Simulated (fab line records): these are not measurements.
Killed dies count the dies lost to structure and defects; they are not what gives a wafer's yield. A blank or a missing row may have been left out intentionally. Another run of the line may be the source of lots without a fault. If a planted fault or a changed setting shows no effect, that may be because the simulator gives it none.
Problem report in the 8D (eight disciplines) form, filled by code -- flow n5 finfet -- the parts of the form that need people (team, actions taken, sign-off) are left out

1. WHAT IS WRONG
Wafers free of any fault read 4 nm (standard deviation 5) for NWELL_OVL at N5_WELL_APT_OVL_MEAS_09, against a mean of 33 nm on 6 wafers of 2 lots. That puts it +5.8 standard deviations away from the usual mean.
Earliest sighting: wafer L736.1 on overlay-01 at day 4 07:35. Wafers with a number at this step in the record: 30, from 10 lots. By rule, "out" or "out of limits" means more than 4 standard deviations away from the usual mean. The rest of the wafers with a number are treated as sound.

2. WHAT IT IS AND WHAT IT IS NOT
question,is,is not
which readings at this step,NWELL_OVL,-
which lots,"L736, L737","L726, L727, L730, L734, L741, L745, L747, L748"
which wafers of those lots,all that have a number,-
read on which gauges,overlay-01,overlay-02
when,from day 4 07:35,"up to then (12 sound wafers); but 12 sound wafers of L741, L745, L747, L748 came after"

3. THE SUSPECTS, EACH WITH WHAT RULES IT OUT
Counting: a tool at any process step up to the reading remains a suspect when it ran all the lots that are out and ran no sound lot after the first of those.
- the gauge at N5_WELL_APT_OVL_MEAS_09: kept. All the wafers that are out were read on overlay-01, and no step on other tools shows them out.
- rie si-06 at N5_ZERO_LAYER_ETCH_18 (etches Si in HBr/Cl2, target depth 120 nm, time 40 s): ruled out as a lasting fault. Sound lots L745 ran on it after its first lot that is out, L736 (day 4 06:47).
- krf scanner-02 at N5_WELL_APT_EXPOSE_05 (exposes mask NWELL, defocus 0 nm, target cd 200 nm): kept. It ran every lot that is out, first L736 (day 4 07:23), and no sound lot after that; its last sound lot up to then is L730 (day 2 19:51).
After counting, krf scanner-02 at N5_WELL_APT_EXPOSE_05 and overlay-01 at N5_WELL_APT_OVL_MEAS_09 remain.

4. THE CAUSE (what the simulator had put in)
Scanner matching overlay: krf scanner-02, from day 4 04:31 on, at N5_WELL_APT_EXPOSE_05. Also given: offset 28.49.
This tool is one of the 2 suspects left after counting.

5. THE CHAIN OF EFFECTS, in route order
Each row: a reading whose mean over the struck wafers that have a number lies more than 3 standard deviations from the usual. Only readings for which the record gives a usual standard deviation are gone through. hours: the time from each lot's start at the first step in this table that gives one to its start at this step, as a median over the lots. sigmas: the change in usual standard deviations.
hours,step,reading,usual,on struck wafers,change,sigmas
0,N5_WELL_APT_OVL_MEAS_09,NWELL_OVL,4 nm,33,+29,+5.8
Later steps that measure or inspect, where all struck wafers having a row at the step show a number for every such reading and not one has moved that far: N5_PMOS_HMC_CHANNEL_EPI_INSPECT_11, N5_BEOL_M4_RC_MEAS_101.

6. WHAT WOULD HAVE CAUGHT IT SOONER
In this record the first reading out of limits at a measuring or inspecting step was taken at day 4 07:35, 3 hours after the fault began at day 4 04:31.
Among the 2 lots that are out, L737 began N5_WELL_APT_EXPOSE_05 on krf scanner-02 after day 4 07:35. A hold on the tool at that time would have spared it.
